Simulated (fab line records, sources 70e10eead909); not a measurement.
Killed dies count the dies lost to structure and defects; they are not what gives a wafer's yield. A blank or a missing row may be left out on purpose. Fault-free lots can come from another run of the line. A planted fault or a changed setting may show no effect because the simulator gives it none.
Comparing a struck lot with a sound one / flow nand-harc / 37 steps out of a route of 1302
Sound: the wafers L392.1, L392.3, L392.4. Struck: wafers L405.3, L405.6. (L405.5 of the same lot was not struck and is left out.) The cause comes at the end.
At each step with rows: each side's tool, then ch and its chambers, then its first start. Under that, the readings that differ: sound wafers / struck wafers / difference of the means / sigmas: that difference in standard deviations of wafers without a fault.
alike: a reading whose means differ by less than 2 such deviations, as well as words and numbers matching on both sides. not compared: withheld readings; readings where some wafer has no value; bounds like >300 that might hide an equal value; numbers whose values overlap and for which the record gives no deviation.
A row with sigmas, a row that says differs or no value, or rows on one side alone: a step with any of these is where the two part. Non-overlapping numbers with no deviation appear without sigmas and do not part them. A reading missing from all wafers of one side parts the sides only when that side holds two or more wafers.

first, 10 steps without rows for these wafers: NHARC_A_STAIRCASE_DEP_417 (deposits Si3N4, target thk 60 nm); NHARC_A_STAIRCASE_WET_418 (chemistry H3PO4, target depth 20 nm); NHARC_A_STAIRCASE_PRECLEAN_419 (cleans in SC1); NHARC_A_STAIRCASE_SRD_421; NHARC_A_STAIRCASE_ALD_420 (deposits SiO2, target thk 20 nm, pulse time 6 s, ald cycles 200); NHARC_A_STAIRCASE_CVD_552 (deposits SiNx, target thk 40 nm); NHARC_A_STAIRCASE_DEP_151 (deposits SiO2, target thk 7200 nm); NHARC_A_STAIRCASE_ANNEAL_320 (time 1800 s); NHARC_A_STAIRCASE_DEP_322 (deposits SiO2, target thk 7200 nm); NHARC_A_STAIRCASE_ANNEAL_323 (time 1800 s).
NHARC_A_STAIRCASE_DEP_325: deposits SiO2, target thk 7200 nm.
  sound on pecvd-03 ch 0,2, day 22 13:33; struck on pecvd-03 ch 0, day 27 15:08
  alike: heater-power-w
then, 10 steps without rows for these wafers: NHARC_A_STAIRCASE_ANNEAL_326 (time 1800 s); NHARC_A_STAIRCASE_DEHYDRATE_433 (time 120 s); NHARC_A_STAIRCASE_HMDS_434 (time 30 s); NHARC_A_STAIRCASE_COAT_435; NHARC_A_STAIRCASE_SOFTBAKE_436 (time 170 s); NHARC_A_STAIRCASE_EBR_437; NHARC_A_STAIRCASE_EXPOSE_438 (exposes mask STAIR REV); NHARC_A_STAIRCASE_PEB_439 (peb time 130 s); NHARC_A_STAIRCASE_DEVELOP_440 (time 140 s); NHARC_A_STAIRCASE_HARDBAKE_442 (time 140 s).
NHARC_A_STAIRCASE_DESCUM_443: chemistry O2, time 3 s.
  sound on rie-diel-07 ch 0,2,3, day 22 22:39; struck on rie-diel-04 ch 0,3, day 28 00:35
  alike: drypump-motor-current-A, oes-product-au, rf-vpp-V, showerhead-plenum-p-Torr, throttle-valve-pct
  not compared: rf-hours-counter-h
NHARC_A_STAIRCASE_ETCH_444: etches the open film in C4F8/O2, target depth 20400 nm, time 6800 s.
  sound on rie-diel-07 ch 0,1,2, day 22 23:16; struck on rie-diel-04 ch 2,3, day 28 02:03
  alike: oes-product-au, rf-vpp-V
  not compared: rf-hours-counter-h
then, 4 steps without rows for these wafers: NHARC_A_STAIRCASE_STRIP_446 (strips in O2); NHARC_A_STAIRCASE_STRIP_447 (strips in SPM, time 900 s); NHARC_A_STAIRCASE_PRECLEAN_448 (cleans in SC1); NHARC_A_STAIRCASE_SRD_449.
NHARC_A_STAIRCASE_CMP_450: polishes SiO2, target thk 200 nm.
  sound on cmp-02 ch 1,2,3, day 23 04:06; struck on cmp-01 ch 1,2, day 28 05:49
reading=motor-current-A (A); sound=15.8 13.9 13.1; struck=10.4 12.6; difference=-2.8; sigmas=-2
  alike: retaining-ring-pressure-frac
NHARC_A_STAIRCASE_CMP_152: polishes.
  sound on cmp-02 ch 1,2,3, day 23 04:11; struck on cmp-01 ch 1,2, day 28 05:53
  alike: motor-current-A, retaining-ring-pressure-frac
then, 2 steps without rows for these wafers: NHARC_A_STAIRCASE_SRD_154; NHARC_A_STAIRCASE_ETCH_403 (etches SiO2 in dHF, target depth 108.2 nm).
NHARC_A_STAIRCASE_ETCHBACK_422: etches the open film in CH3F/O2, target depth 40 nm, time 74.286 s.
  sound on rie-diel-04 ch 0,2,3, day 23 04:42; struck on rie-diel-02 ch 2, day 28 06:20
  alike: drypump-motor-current-A, oes-product-au, rf-vpp-V, showerhead-plenum-p-Torr, throttle-valve-pct
  not compared: rf-hours-counter-h
then, 4 steps without rows for these wafers: NHARC_A_STAIRCASE_ETCH_423 (etches SiO2 in dHF, target depth 30 nm); NHARC_A_STAIRCASE_ETCHBACK_157 (etches the open film in CH3F/O2, target depth 90 nm, time 167.14 s); NHARC_A_STAIRCASE_STRIP_475 (strips in O2, time 20 s); NHARC_A_STAIRCASE_DEP_471 (deposits SiO2, target thk 100 nm).
-- break in the record here, with 5 days between the starts of the struck wafers on either side (left off in module A_STAIRCASE, picked up again in module END, where the first step shown is number 1302 on the route) --
NHARC_END_SORT_01:
  here the record holds rows for the struck wafers (prober-01 ch 0, day 33 17:16) but none for the sound ones

WHERE THEY PART
First at NHARC_A_STAIRCASE_CMP_450; last, within this record, at NHARC_END_SORT_01.

WHY: what had been put in by the simulator
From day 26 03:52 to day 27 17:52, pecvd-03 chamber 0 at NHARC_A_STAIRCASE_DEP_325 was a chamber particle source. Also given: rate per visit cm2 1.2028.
